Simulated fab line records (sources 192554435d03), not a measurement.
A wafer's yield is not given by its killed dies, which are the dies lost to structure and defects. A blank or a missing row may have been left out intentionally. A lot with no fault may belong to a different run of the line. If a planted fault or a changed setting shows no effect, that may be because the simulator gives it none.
fab line records    flow n5Finfet
record lots=12  wafers=32  lastDay=17
route steps=1938 shown BEOL_M6@1212
lots untouched by any fault: they come from a run of this same line in which no faults occurred
startH: the number of hours between the record's first day and the start of the first shown wafer of the lot    waitH: hours from the lot's prior step to this one    " as in the row above    L1.1+2: a row that stands for several wafers    - value missing, or start not given    * or withheld: withheld    < > ~ a bound
route shown NAME@n: NAME is a module with steps in the file, n the number in the route of the first one    usual: mean/standard deviation of fault-free wafers    same: alike in all rows    chamber/n: place in a boat    sites: the reading at each site    _std_site: the standard deviation of these    _edge_site: mean of outer sites minus mean of inner sites    radiusMm: how far each site lies from the wafer's centre    mask NAME#n: copy n    behind: tool/chamber where the wafer was last shaped    hold: the reason the lot was held/the length of the hold in hours/how it ended    device: names the non-switching transistor (n, p or np)    end of line: tests of these same wafers at the route's end    a step with no rows: only its recipe    killed: count of dies lost to structure and defects at first sort (not the wafer's yield)    map: a wafer's dies, x killed, . not, _ none there
set.NAME: the setting that was run; set.NAME@STEP: the one run at that earlier step    model.NAME: the simulator's own value behind a step, which no gauge read
one table for each step of the route and one row for each wafer, over a sample of lots
services: when a tool's chamber went out of use (startH, in hours from the record's first day, below 0 if earlier), for how many hours, and the reason
## steps
# step N5_BEOL_M6_ETCH_62
# recipe chemistry=N2/H2  target=SOC  targetDepthA=1100  overetchA=220  maskMaterial=SiARC  tempC=40  timeS=165  ionEnergyEv=200  pressureMtorr=30  sourceW=840  biasW=150  n2FlowSccm=200  h2FlowSccm=200
# usual drypumpMotorCurrentA=5.6/0.48  h2FlowSccm=199.9/0.59  oesProductAu=0.69/0.063  rfVppV=524.5/2.7  showerheadPlenumPTorr=2.56/0.097  throttleValvePct=17.7/0.35
lot.wafer  tool        chamber  startH  waitH  drypumpMotorCurrentA  h2FlowSccm  oesProductAu  rfHoursCounterH  rfVppV  showerheadPlenumPTorr  throttleValvePct
L183.3     rieDiel-05  2        184.31  0.0    5.8                   200.6       0.57          234              524.5   2.48                   17.9
L183.4     "           3        "       "      6.3                   199.8       0.77          26               521.8   2.46                   17.1
L183.6     "           1        "       "      5.6                   200.1       0.67          -                522.4   2.44                   17.8
L184.3     rieDiel-05  3        201.07  0.0    6.3                   199.6       0.76          30               520.0   2.46                   17.1
L184.5     "           0        "       "      4.7                   200.3       0.73          -                524.7   2.59                   17.4
L185.1     rieDiel-03  1        202.51  0.0    5.0                   200.1       0.78          7                528.8   2.73                   17.7
L185.4     "           3        "       "      5.4                   200.7       0.69          94               526.7   2.65                   17.5
L185.5     "           2        "       "      6.0                   200.1       0.72          -                528.5   2.67                   17.3
L187.2     rieDiel-01  3        209.07  0.0    5.6                   200.1       0.66          120              524.1   2.55                   17.5
L187.3     "           2        "       "      5.9                   199.8       0.81          8                528.1   2.69                   17.6
L187.6     "           3        "       "      5.6                   200.1       0.65          -                524.2   2.55                   17.5
L188.3     rieDiel-03  3        229.09  0.0    5.4                   200.9       0.68          102              527.3   2.65                   17.5
L188.5     "           0        "       "      5.5                   198.8       0.60          -                520.8   2.42                   18.4
L188.6     "           3        "       "      5.5                   198.8       0.67          -                527.7   2.65                   17.6
L189.1     rieDiel-03  0        237.09  0.0    5.5                   200.5       0.60          203              519.3   2.42                   18.4
L189.3     "           1        "       "      5.0                   199.8       0.76          19               528.6   2.72                   17.8
L189.6     "           0        "       "      5.5                   200.3       0.60          -                522.6   2.42                   18.4
L190.1     rieDiel-01  2        251.62  0.0    5.9                   200.5       0.78          23               528.6   2.68                   17.7
L190.4     "           3        "       "      5.6                   200.3       0.64          135              523.6   2.54                   17.5
L190.5     "           1        "       "      5.0                   200.4       0.57          -                524.3   2.62                   18.5
L195.1     rieDiel-05  1        277.30  0.0    5.6                   200.2       0.64          152              520.1   2.43                   17.9
L195.2     "           3        "       "      6.3                   200.7       0.72          59               522.6   2.45                   17.1
L195.5     "           1        "       "      5.6                   200.0       0.65          -                521.9   2.43                   17.9
L196.3     rieDiel-05  0        277.56  0.0    4.7                   200.1       0.70          76               524.9   2.58                   17.5
L196.4     "           0        "       "      4.7                   199.8       0.70          -                525.4   2.58                   17.5
L196.5     "           1        "       "      5.6                   199.6       0.65          -                520.5   2.43                   17.9
L200.3     rieDiel-01  1        301.49  0.0    5.1                   200.1       0.78          9                524.0   2.62                   18.0
L200.5     "           3        "       "      5.6                   199.9       0.62          -                523.9   2.53                   17.5
L202.3     rieDiel-05  2        325.72  0.0    5.7                   199.7       0.82          4                521.9   2.47                   17.6
L203.1     rieDiel-01  1        326.38  0.0    5.0                   199.8       0.76          19               523.5   2.61                   18.0
L203.4     "           0        "       "      5.7                   201.2       0.71          65               524.0   2.57                   17.9
L203.6     "           0        "       "      5.8                   200.4       0.71          -                525.2   2.57                   17.9
# step N5_BEOL_M6_CD_MEAS_18
# recipe pitchNm=80  targetCdNm=40
# usual cdNm=39.7/0.71
lot.wafer  tool      chamber  startH  waitH  cdNm
L183.3     cdSem-01  -        184.68  0.1    40.8
L183.4     "         -        "       "      39.4
L183.6     "         -        "       "      38.7
L184.3     cdSem-01  -        201.55  0.1    40.2
L184.5     "         -        "       "      41.0
L185.1     cdSem-03  -        202.93  0.1    40.4
L185.4     "         -        "       "      39.5
L185.5     "         -        "       "      40.1
L187.2     cdSem-01  -        209.44  0.1    40.6
L187.3     "         -        "       "      39.6
L187.6     "         -        "       "      39.3
L188.3     cdSem-01  -        229.47  0.1    38.4
L188.5     "         -        "       "      39.8
L188.6     "         -        "       "      38.8
L189.1     cdSem-03  -        237.55  0.0    39.4
L189.3     "         -        "       "      40.2
L189.6     "         -        "       "      40.3
L190.1     cdSem-03  -        252.22  0.0    39.5
L190.4     "         -        "       "      40.2
L190.5     "         -        "       "      39.2
L195.1     cdSem-01  -        277.68  0.0    39.5
L195.2     "         -        "       "      39.3
L195.5     "         -        "       "      39.7
L196.3     cdSem-02  -        277.93  0.1    39.4
L196.4     "         -        "       "      38.8
L196.5     "         -        "       "      38.1
L200.3     cdSem-01  -        301.88  0.1    41.6
L200.5     "         -        "       "      40.8
L202.3     cdSem-02  -        326.18  0.1    39.3
L203.1     cdSem-02  -        326.74  0.0    41.0
L203.4     "         -        "       "      39.8
L203.6     "         -        "       "      40.4
# step N5_BEOL_M6_VIA_ETCH_34
# recipe chemistry=C4F6/O2  target=SiCOH_lowk  targetDepthA=1263  maskMaterial=SOC  taperDeg=4  timeS=50.9  ionEnergyEv=250  pressureMtorr=30  sourceW=345  biasW=185  Ar_flow_sccm=300  C4F6_flow_sccm=10  O2_flow_sccm=10
# usual drypumpMotorCurrentA=5.6/0.43  oesProductAu=0.82/0.082  rfVppV=667/19  showerheadPlenumPTorr=2.91/0.1  throttleValvePct=20.93/0.23
lot.wafer  tool        chamber  startH  waitH  drypumpMotorCurrentA  oesProductAu  rfHoursCounterH  rfVppV  showerheadPlenumPTorr  throttleValvePct
L183.3     rieDiel-03  1        187.55  0.0    5.0                   0.98          2                676     3.04                   20.83
L183.4     "           3        "       "      5.4                   0.79          89               693     2.99                   20.86
L183.6     "           3        "       "      5.4                   0.79          -                694     2.99                   20.88
L184.3     rieDiel-05  1        202.68  0.0    5.6                   0.80          123              703     2.73                   20.89
L184.5     "           3        "       "      6.3                   0.91          -                685     2.83                   20.59
L185.1     rieDiel-01  0        207.10  0.0    5.8                   0.92          19               658     2.93                   21.00
L185.4     "           1        "       "      5.0                   0.68          234              635     2.93                   21.32
L185.5     "           3        "       "      5.6                   0.77          -                674     2.87                   20.70
L187.2     rieDiel-03  3        210.82  0.0    5.4                   0.79          96               693     2.99                   20.88
L187.3     "           2        "       "      6.0                   0.89          49               684     3.03                   20.74
L187.6     "           2        "       "      6.0                   0.90          -                684     3.03                   20.74
L188.3     rieDiel-03  1        230.22  0.0    5.0                   0.91          17               676     3.03                   20.86
L188.5     "           0        "       "      5.5                   0.70          -                657     2.72                   21.45
L188.6     "           3        "       "      5.4                   0.78          -                692     2.99                   20.88
L189.1     rieDiel-01  2        238.98  0.0    5.9                   0.94          18               657     3.03                   20.98
L189.3     "           0        "       "      5.8                   0.89          29               658     2.92                   20.98
L189.6     "           1        "       "      5.0                   0.67          -                636     2.92                   21.34
L190.1     rieDiel-01  3        252.96  0.0    5.5                   0.75          135              673     2.86                   20.71
L190.4     "           1        "       "      5.0                   0.67          249              635     2.92                   21.34
L190.5     "           2        "       "      5.9                   0.92          -                656     3.03                   20.98
L195.1     rieDiel-03  1        278.59  0.0    5.0                   0.88          32               677     3.03                   20.89
L195.2     "           2        "       "      6.0                   0.85          74               684     3.02                   20.79
L195.5     "           2        "       "      6.0                   0.84          -                685     3.02                   20.78
L196.3     rieDiel-05  1        278.79  0.0    5.6                   0.77          152              702     2.72                   20.94
L196.4     "           0        "       "      4.7                   0.82          -                650     2.90                   20.74
L196.5     "           3        "       "      6.3                   0.85          -                685     2.82                   20.62
L200.3     rieDiel-01  3        303.80  0.0    5.6                   0.73          158              674     2.85                   20.75
L200.5     "           2        "       "      5.9                   1.23          -                657     3.02                   21.13
L202.3     rieDiel-01  0        329.14  0.0    5.8                   0.84          66               657     2.90                   21.05
L203.1     rieDiel-01  3        329.54  0.0    5.5                   0.72          167              674     2.84                   20.77
L203.4     "           2        "       "      5.9                   1.21          57               656     3.01                   21.15
L203.6     "           0        "       "      5.8                   0.84          -                655     2.90                   21.06
# step N5_BEOL_M6_CD_MEAS_35
# recipe targetCdNm=40  targetCdYNm=28  polarity=opening
# usual cdNm=39.6/0.72
lot.wafer  tool      chamber  startH  waitH  cdNm
L183.3     cdSem-02  -        187.96  0.0    40.6
L183.4     "         -        "       "      39.2
L183.6     "         -        "       "      38.7
L184.3     cdSem-02  -        203.11  0.0    40.4
L184.5     "         -        "       "      40.6
L185.1     cdSem-02  -        207.50  0.0    40.2
L185.4     "         -        "       "      39.5
L185.5     "         -        "       "      40.0
L187.2     cdSem-03  -        211.22  0.0    40.6
L187.3     "         -        "       "      39.1
L187.6     "         -        "       "      40.1
L188.3     cdSem-01  -        230.62  0.0    38.2
L188.5     "         -        "       "      39.4
L188.6     "         -        "       "      38.8
L189.1     cdSem-02  -        239.38  0.0    38.9
L189.3     "         -        "       "      40.0
L189.6     "         -        "       "      40.1
L190.1     cdSem-02  -        253.37  0.0    39.5
L190.4     "         -        "       "      40.2
L190.5     "         -        "       "      39.1
L195.1     cdSem-03  -        278.99  0.0    39.0
L195.2     "         -        "       "      39.1
L195.5     "         -        "       "      39.9
L196.3     cdSem-02  -        279.30  0.0    39.3
L196.4     "         -        "       "      38.7
L196.5     "         -        "       "      38.5
L200.3     cdSem-01  -        304.21  0.0    41.7
L200.5     "         -        "       "      40.2
L202.3     cdSem-01  -        329.55  0.0    39.3
L203.1     cdSem-03  -        329.94  0.0    40.9
L203.4     "         -        "       "      39.4
L203.6     "         -        "       "      40.5
## services
tool        chamber  startH  hours  kind
rieDiel-03  0        167.94  1.8    repair
rieDiel-01  3        233.35  4.4    repair
rieDiel-05  2        248.24  5.7    repair
rieDiel-01  1        255.78  -      clean
rieDiel-01  1        255.78  -      consumableReplace:focusRing
rieDiel-01  1        255.78  26.3   scheduledDown
rieDiel-01  1        255.78  26.3   ventCycle
rieDiel-03  1        260.43  9.6    repair
rieDiel-03  3        273.20  6.0    repair
rieDiel-05  -        280.28  28.1   pm
rieDiel-03  1        316.51  4.1    repair
## key
firstSign step=N5_BEOL_M6_VIA_ETCH_34  reading=oesProductAu  direction=up  sigmas=4.9  usual=0.82  struck=1.22
effect none on later readings
metAt N5_BEOL_M6_VIA_ETCH_34
struckLots L200,L203
struckWafers L200.5,L203.4
notActingAt N5_BEOL_M6_ETCH_62,N5_BEOL_M6_CD_MEAS_18,N5_BEOL_M6_CD_MEAS_35
onsetBetween 252.96 303.80
fault kind=processParameterDrift  tool=rieDiel-01  chamber=-  onsetH=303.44  steps=N5_BEOL_M6_VIA_ETCH_34  channel=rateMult  offset=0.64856  shape=step  endH=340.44  scope=struckWafersOnly
